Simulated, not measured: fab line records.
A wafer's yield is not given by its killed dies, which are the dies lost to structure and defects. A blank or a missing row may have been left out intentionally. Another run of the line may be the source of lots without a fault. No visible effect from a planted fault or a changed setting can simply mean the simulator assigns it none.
Chamber matching	flow nand_harc	3 sister chambers for NHARC_P_GATE_ETCH_104 on rie_diel-04
The step etches the open film in CF4/CHF3, target depth 60 nm. 3 wafers are shown with their chamber, then 3 later ones without.

== WAFERS PAIRED WITH THEIR CHAMBERS ==
wafer	chamber	drypump_motor_current_A (A)
L936.3	2	5.6
L941.1	3	4.9
L941.5	1	5.8

== WAFERS WITH NO CHAMBER GIVEN ==
wafer	drypump_motor_current_A (A)
L940.1	5.9
L940.2	5.6
L942.2	5.9

== EACH ONE'S CHAMBER ==
wafer	from the rows above	in truth
L940.1	1	1
L940.2	2	2
L942.2	1	1
Correct placement for 3 of the 3. Number that these rows cannot place: 0. Wrongly placed: 0.
How it was worked out, from the rows above alone: a wafer's distance from a chamber is the root of the sum, over the readings, of the square of ((its reading less the chamber's mean) divided by the reading's scatter). The wafer belongs to the nearest chamber; if the next one is less than 2 further off, it can't be placed. For every chamber, the mean is computed from those of its wafers that are shown. The scatter: with one shown wafer a chamber, the root of the mean of the squares of how far each hidden wafer lies from its nearest shown one.
